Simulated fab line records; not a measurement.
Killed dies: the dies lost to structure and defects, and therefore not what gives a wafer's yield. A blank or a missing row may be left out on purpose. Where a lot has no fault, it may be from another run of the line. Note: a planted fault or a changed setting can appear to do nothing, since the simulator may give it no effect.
Split-lot trial / flow n5Finfet / route with 1938 steps; 7 lots, 21 wafers read

== ABOUT THE SPLIT ==
At N5_PASSIVATION_PASS_ETCH_47 (etches SiNx in CF4/O2, target depth 770 nm, time 385 s), the setting timeS was moved away from the recipe's 385 s on 5 of the 21 wafers read, by +5.7% to +20.8%. The other wafers ran this setting at the recipe's value.

The reading comes from the split's own step.

== THE READING ==
etch.depthNm (the simulator's own value, which no gauge read), in nm, at N5_PASSIVATION_PASS_ETCH_47 (etches SiNx in CF4/O2, target depth 770 nm, time 385 s). The file does not state a usual value for it. Across the 16 wafers here that went through the recipe, the average is 771.5 nm and the standard deviation 5.9 nm.

wafer=L075.1; tool, chamber at the split=rieDiel-03, 2; timeS as run, s=385; against the recipe=recipe; etch.depthNm, nm=770.3; against lot-mates on the recipe=-
wafer=L075.2; tool, chamber at the split=rieDiel-03, 3; timeS as run, s=385; against the recipe=recipe; etch.depthNm, nm=765.5; against lot-mates on the recipe=-
wafer=L075.3; tool, chamber at the split=rieDiel-03, 0; timeS as run, s=385; against the recipe=recipe; etch.depthNm, nm=777.2; against lot-mates on the recipe=-
wafer=L077.1; tool, chamber at the split=rieDiel-03, 1; timeS as run, s=385; against the recipe=recipe; etch.depthNm, nm=779.9; against lot-mates on the recipe=-
wafer=L077.2; tool, chamber at the split=rieDiel-03, 0; timeS as run, s=407; against the recipe=+5.7%; etch.depthNm, nm=823.9; against lot-mates on the recipe=+52.8
wafer=L077.5; tool, chamber at the split=rieDiel-03, 3; timeS as run, s=385; against the recipe=recipe; etch.depthNm, nm=762.3; against lot-mates on the recipe=-
wafer=L085.1; tool, chamber at the split=rieDiel-04, 1; timeS as run, s=464.9; against the recipe=+20.8%; etch.depthNm, nm=944.7; against lot-mates on the recipe=+165.5
wafer=L085.3; tool, chamber at the split=rieDiel-04, 0; timeS as run, s=385; against the recipe=recipe; etch.depthNm, nm=779.2; against lot-mates on the recipe=-
wafer=L085.4; tool, chamber at the split=rieDiel-04, 2; timeS as run, s=464.9; against the recipe=+20.8%; etch.depthNm, nm=934.5; against lot-mates on the recipe=+155.3
wafer=L088.2; tool, chamber at the split=rieDiel-04, 1; timeS as run, s=385; against the recipe=recipe; etch.depthNm, nm=767.2; against lot-mates on the recipe=-
wafer=L088.3; tool, chamber at the split=rieDiel-04, 0; timeS as run, s=385; against the recipe=recipe; etch.depthNm, nm=779.6; against lot-mates on the recipe=-
wafer=L088.6; tool, chamber at the split=rieDiel-04, 0; timeS as run, s=385; against the recipe=recipe; etch.depthNm, nm=776.9; against lot-mates on the recipe=-
wafer=L091.2; tool, chamber at the split=rieDiel-03, 1; timeS as run, s=385; against the recipe=recipe; etch.depthNm, nm=773.3; against lot-mates on the recipe=-
wafer=L091.3; tool, chamber at the split=rieDiel-03, 3; timeS as run, s=385; against the recipe=recipe; etch.depthNm, nm=765.2; against lot-mates on the recipe=-
wafer=L091.6; tool, chamber at the split=rieDiel-03, 1; timeS as run, s=385; against the recipe=recipe; etch.depthNm, nm=772.2; against lot-mates on the recipe=-
wafer=L092.1; tool, chamber at the split=rieDiel-03, 1; timeS as run, s=385; against the recipe=recipe; etch.depthNm, nm=773.1; against lot-mates on the recipe=-
wafer=L092.3; tool, chamber at the split=rieDiel-03, 3; timeS as run, s=385; against the recipe=recipe; etch.depthNm, nm=761.6; against lot-mates on the recipe=-
wafer=L092.4; tool, chamber at the split=rieDiel-03, 2; timeS as run, s=407.9; against the recipe=+5.9%; etch.depthNm, nm=823.2; against lot-mates on the recipe=+55.9
wafer=L097.2; tool, chamber at the split=rieDiel-04, 1; timeS as run, s=454.9; against the recipe=+18.2%; etch.depthNm, nm=917.6; against lot-mates on the recipe=+147.4
wafer=L097.5; tool, chamber at the split=rieDiel-04, 2; timeS as run, s=385; against the recipe=recipe; etch.depthNm, nm=768; against lot-mates on the recipe=-
wafer=L097.6; tool, chamber at the split=rieDiel-04, 1; timeS as run, s=385; against the recipe=recipe; etch.depthNm, nm=772.5; against lot-mates on the recipe=-

FIT RESULTS
A straight line over all 21 wafers: etch.depthNm changes by +8.11 nm for each +1% of timeS; r = +1.00; the points scatter about the line by 5.9 nm.
The same after taking each lot's own level away (the mean of its wafers on the recipe; 21 wafers): +7.88 nm for each +1%; r = +0.99; scatter 5.8 nm.
On that fit, the largest move of timeS shifts the reading by 1.6e+02 nm.
From 767.35 to 779.20 nm: that is the span of the lots' own levels, equal to 2.0 times the standard deviation above.
Hence the lot-to-lot level has little effect on the slope; both slopes agree.
Check: for one of the wafers moved furthest among these (+20.8%), held out of the fit, the line's prediction against its lot-mates is +163 nm. Against them it came out at +166 nm.

== OTHER SPLITS ON THESE WAFERS ==
Note: prior to the reading, these wafers also went through further splits. Each is held against what the fit with the lots' levels taken away leaves over:
other split on the same wafers=N5_BEOL_M14_COAT_22 spinRpm; wafers away from the commonest value=4; r with etch.depthNm (lot level and that fit taken away)=+0.08
other split on the same wafers=N5_BEOL_M14_ETCH_68 timeS; wafers away from the commonest value=10; r with etch.depthNm (lot level and that fit taken away)=+0.27
other split on the same wafers=N5_PASSIVATION_VIA_ETCH_13 sourceW; wafers away from the commonest value=7; r with etch.depthNm (lot level and that fit taken away)=+0.04

== FILE'S OWN FIT ==
etch.depthNm changes by +8.01 nm for each +1% of timeS, r = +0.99.
